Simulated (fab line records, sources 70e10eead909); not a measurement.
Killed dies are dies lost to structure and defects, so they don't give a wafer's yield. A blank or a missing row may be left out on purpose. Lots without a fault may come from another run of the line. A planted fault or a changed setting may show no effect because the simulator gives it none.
Which tool did it? | flow nand_harc | 14 lots, 42 wafers sampled, at 5 steps of a route of 1302

WHAT THE GAUGES READ, wafer by wafer
The record holds no reading of a measuring or inspecting step that can be judged against a usual standard deviation.

WHICH TOOL RAN EACH LOT (tool, then ch and the chambers of the sampled wafers, then the start)
lot  | NHARC_A_BLC_ETCH_16                | NHARC_A_BLC_ALD_23                  | NHARC_A_M0_PVD_20                       | NHARC_A_M0_ECD_22              | NHARC_A_M0_CMP_23
L324 | rie_diel-04 ch 0,2,3, day 22 00:43 | ald_metal-01 ch 1,2,3, day 22 02:27 | pvd_sputter-02, day 22 05:57 or earlier | ecd_cu-01 ch 0,1, day 22 05:57 | cmp-02 ch 1,2,3, day 22 06:42
L325 | rie_diel-10 ch 0,1,2, day 22 20:31 | ald_metal-03 ch 0,1,2, day 22 22:17 | pvd_sputter-02, day 23 01:50 or earlier | ecd_cu-02 ch 0,1, day 23 01:50 | cmp-04 ch 0,1,2, day 23 02:37
L326 | rie_diel-10 ch 0,1,2, day 23 02:55 | ald_metal-03 ch 1,2,3, day 23 04:40 | pvd_sputter-02, day 23 08:16 or earlier | ecd_cu-02 ch 0,1, day 23 08:16 | cmp-02 ch 1,2,3, day 23 08:59
L327 | rie_diel-10 ch 2,3, day 23 05:56   | ald_metal-04 ch 2,3, day 23 07:43   | pvd_sputter-03, day 23 11:15 or earlier | ecd_cu-02 ch 0, day 23 11:15   | cmp-04 ch 0,3, day 23 12:01
L329 | rie_diel-10 ch 2,3, day 24 14:14   | ald_metal-04 ch 0,1, day 24 15:57   | pvd_sputter-02, day 24 19:53 or earlier | ecd_cu-01 ch 0,1, day 24 19:53 | cmp-01 ch 0,3, day 24 20:40
L330 | rie_diel-04 ch 0,2, day 25 19:22   | ald_metal-04 ch 1,3, day 25 21:24   | pvd_sputter-02, day 26 00:46 or earlier | ecd_cu-01 ch 0, day 26 00:46   | cmp-01 ch 0,1,3, day 26 01:33
L333 | rie_diel-04 ch 1,2, day 26 17:55   | ald_metal-03 ch 0,1,3, day 26 19:40 | pvd_sputter-02, day 26 23:14 or earlier | ecd_cu-01 ch 0,1, day 26 23:14 | cmp-02 ch 0,3, day 26 23:57
L341 | rie_diel-04 ch 2,3, day 29 19:38   | ald_metal-04 ch 0,1,2, day 29 21:25 | pvd_sputter-02, day 30 00:51 or earlier | ecd_cu-01 ch 0,1, day 30 00:51 | cmp-04 ch 0,1,2, day 30 01:29
L343 | rie_diel-04 ch 1,2,3, day 30 06:41 | ald_metal-04 ch 1,2,3, day 30 08:25 | pvd_sputter-01, day 30 11:47 or earlier | ecd_cu-01 ch 0,1, day 30 11:47 | cmp-02 ch 0,1,2, day 30 12:31
L344 | rie_diel-10 ch 1,2,3, day 30 12:59 | ald_metal-03 ch 0,2,3, day 30 15:02 | pvd_sputter-02, day 30 18:25 or earlier | ecd_cu-02 ch 0,1, day 30 18:25 | cmp-02 ch 0,1,2, day 30 19:08
L342 | rie_diel-10 ch 1,2,3, day 30 13:22 | ald_metal-04 ch 0,1,3, day 30 15:17 | pvd_sputter-03, day 30 18:42 or earlier | ecd_cu-01 ch 0,1, day 30 18:42 | cmp-04 ch 0,1,2, day 30 19:27
L345 | rie_diel-01 ch 1,2,3, day 30 22:49 | ald_metal-04 ch 0,1,2, day 31 00:38 | pvd_sputter-01, day 31 04:18 or earlier | ecd_cu-02 ch 0,1, day 31 04:18 | cmp-01 ch 0,1,2, day 31 05:01
L347 | rie_diel-01 ch 0,2,3, day 31 14:58 | ald_metal-01 ch 0,1,3, day 31 16:44 | pvd_sputter-01, day 31 20:18 or earlier | ecd_cu-01 ch 0,1, day 31 20:18 | cmp-04 ch 0,3, day 31 20:58
L346 | rie_diel-04 ch 2,3, day 31 16:47   | ald_metal-04 ch 0,1,2, day 31 18:35 | pvd_sputter-03, day 31 22:05 or earlier | ecd_cu-02 ch 0,1, day 31 22:05 | cmp-01 ch 1,2,3, day 31 22:50
- NHARC_A_BLC_ETCH_16: etches the open film in CF4, target depth 39 nm, time 65 s.
- NHARC_A_BLC_ALD_23: deposits TiN, target thk 3 nm, pulse time 1 s, ald cycles 150.
- NHARC_A_M0_PVD_20: deposits TaN, target thk 5 nm, time 8.06 s.
- NHARC_A_M0_ECD_22: material Cu, target thk 400 nm.
- NHARC_A_M0_CMP_23: polishes, t overpolish 20 s, target thk 113.75 nm.

WHAT THE TOOLS THEMSELVES READ (means of the sampled wafers that have a number; where no wafer has one, the mark that the record gives instead)
NHARC_A_BLC_ETCH_16. Usual: drypump_motor_current_A 5.4 A, standard deviation 0.42; mfc_ar_sccm 0.009 sccm, standard deviation 0.011; oes_product_au 1.001 a.u., standard deviation 0.013; rf_vpp_V 151.3 V, standard deviation 1.3; showerhead_plenum_p_Torr 1.76 Torr, standard deviation 0.079; throttle_valve_pct 13.284 %, standard deviation 0.0095.
lot  | tool        | drypump_motor_current_A (A) | mfc_ar_sccm (sccm) | oes_product_au (a.u.) | rf_vpp_V (V) | showerhead_plenum_p_Torr (Torr) | throttle_valve_pct (%) | flag
L324 | rie_diel-04 | 5.4                         | 0.005              | 1.004                 | 151.6        | 1.78                            | 13.287                 |
L325 | rie_diel-10 | 5.1                         | 0.005              | 1.012                 | 150.9        | 1.75                            | 13.284                 |
L326 | rie_diel-10 | 5.1                         | 0.005              | 1.002                 | 151.4        | 1.75                            | 13.283                 |
L327 | rie_diel-10 | 5.1                         | 0.008              | 0.997                 | 151.4        | 1.72                            | 13.283                 |
L329 | rie_diel-10 | 5.1                         | 0.004              | 0.999                 | 150.7        | 1.77                            | 13.283                 |
L330 | rie_diel-04 | 5.6                         | 0.005              | 0.997                 | 151.5        | 1.77                            | 13.284                 |
L333 | rie_diel-04 | 6.0                         | 0.030              | 1.003                 | 152.3        | 1.80                            | 13.280                 |
L341 | rie_diel-04 | 5.2                         | 0.010              | 1.016                 | 150.9        | 1.74                            | 13.285                 |
L343 | rie_diel-04 | 5.6                         | 0.018              | 1.013                 | 152.4        | 1.80                            | 13.284                 |
L344 | rie_diel-10 | 5.1                         | 0.009              | 0.995                 | 150.9        | 1.72                            | 13.288                 |
L342 | rie_diel-10 | 5.1                         | 0.009              | 0.993                 | 150.5        | 1.72                            | 13.287                 |
L345 | rie_diel-01 | 5.9                         | 0.007              | 1.001                 | 151.4        | 1.80                            | 13.282                 |
L347 | rie_diel-01 | 5.6                         | 0.011              | 0.995                 | 151.9        | 1.84                            | 13.279                 |
L346 | rie_diel-04 | 5.2                         | 0.010              | 1.006                 | 151.7        | 1.74                            | 13.284                 |

NHARC_A_BLC_ALD_23. Usual: heater_power_w 1090 W, standard deviation 75; precursor_pulse_height_rel 1.001, standard deviation 0.019.
lot  | tool         | heater_power_w (W) | precursor_pulse_height_rel | flag
L324 | ald_metal-01 | 1149               | 1.009                      |
L325 | ald_metal-03 | 1072               | 1.004                      |
L326 | ald_metal-03 | 1064               | 1.006                      |
L327 | ald_metal-04 | 1142               | 1.018                      |
L329 | ald_metal-04 | 1096               | 0.998                      |
L330 | ald_metal-04 | 1192               | 1.010                      |
L333 | ald_metal-03 | 1056               | 0.996                      |
L341 | ald_metal-04 | 1113               | 0.985                      |
L343 | ald_metal-04 | 1119               | 0.992                      |
L344 | ald_metal-03 | 1041               | 0.995                      |
L342 | ald_metal-04 | 1107               | 1.005                      |
L345 | ald_metal-04 | 1120               | 1.032                      |
L347 | ald_metal-01 | 1107               | 1.013                      |
L346 | ald_metal-04 | 1128               | 0.996                      |

NHARC_A_M0_PVD_20. Usual: throttle_valve_pct 30.0 %, standard deviation 0.85.
lot  | tool           | throttle_valve_pct (%) | flag
L324 | pvd_sputter-02 | 30.2                   |
L325 | pvd_sputter-02 | 30.1                   |
L326 | pvd_sputter-02 | 30.2                   |
L327 | pvd_sputter-03 | 29.8                   |
L329 | pvd_sputter-02 | 30.5                   |
L330 | pvd_sputter-02 | 29.1                   |
L333 | pvd_sputter-02 | 30.7                   |
L341 | pvd_sputter-02 | 30.8                   |
L343 | pvd_sputter-01 | 30.1                   |
L344 | pvd_sputter-02 | 29.7                   |
L342 | pvd_sputter-03 | 29.9                   |
L345 | pvd_sputter-01 | 29.7                   |
L347 | pvd_sputter-01 | 30.1                   |
L346 | pvd_sputter-03 | 30.4                   |

NHARC_A_M0_CMP_23. Usual: motor_current_A 11.7 A, standard deviation 1.2; time_to_endpoint_s 30.3 s, standard deviation 2.8.
lot  | tool   | motor_current_A (A) | time_to_endpoint_s (s) | flag
L324 | cmp-02 | 12.2                | 33.4                   |
L325 | cmp-04 | 12.1                | 28.1                   |
L326 | cmp-02 | 12.0                | 27.0                   |
L327 | cmp-04 | 14.2                | 29.0                   |
L329 | cmp-01 | 10.8                | 30.1                   |
L330 | cmp-01 | 10.5                | 23.9                   |
L333 | cmp-02 | 12.7                | 24.9                   |
L341 | cmp-04 | 11.7                | 30.1                   |
L343 | cmp-02 | 11.2                | 33.2                   |
L344 | cmp-02 | 11.1                | 30.4                   |
L342 | cmp-04 | 11.9                | 30.1                   |
L345 | cmp-01 | 11.0                | 31.3                   |
L347 | cmp-04 | 13.0                | 31.3                   |
L346 | cmp-01 | 11.2                | 29.3                   |

THE ANSWER, worked out from the rows above alone
Rule: a lot is off if the mean of its wafers that have a number lies more than 3 standard deviations from the usual mean. A lot without any number at a reading at which 4 lots or more have one is off too. The other lots that the step has rows for count as sound. The gauges are gone through in route order, then the tools' own readings, and for those a lot's mean is taken as printed above. The first step at which some lot is off is used, and at that step the reading that is off furthest; a lot without a number counts as furthest.
No lot is off at any reading shown: from this, nothing can be told.

WHAT THE SIMULATOR HAD PUT IN
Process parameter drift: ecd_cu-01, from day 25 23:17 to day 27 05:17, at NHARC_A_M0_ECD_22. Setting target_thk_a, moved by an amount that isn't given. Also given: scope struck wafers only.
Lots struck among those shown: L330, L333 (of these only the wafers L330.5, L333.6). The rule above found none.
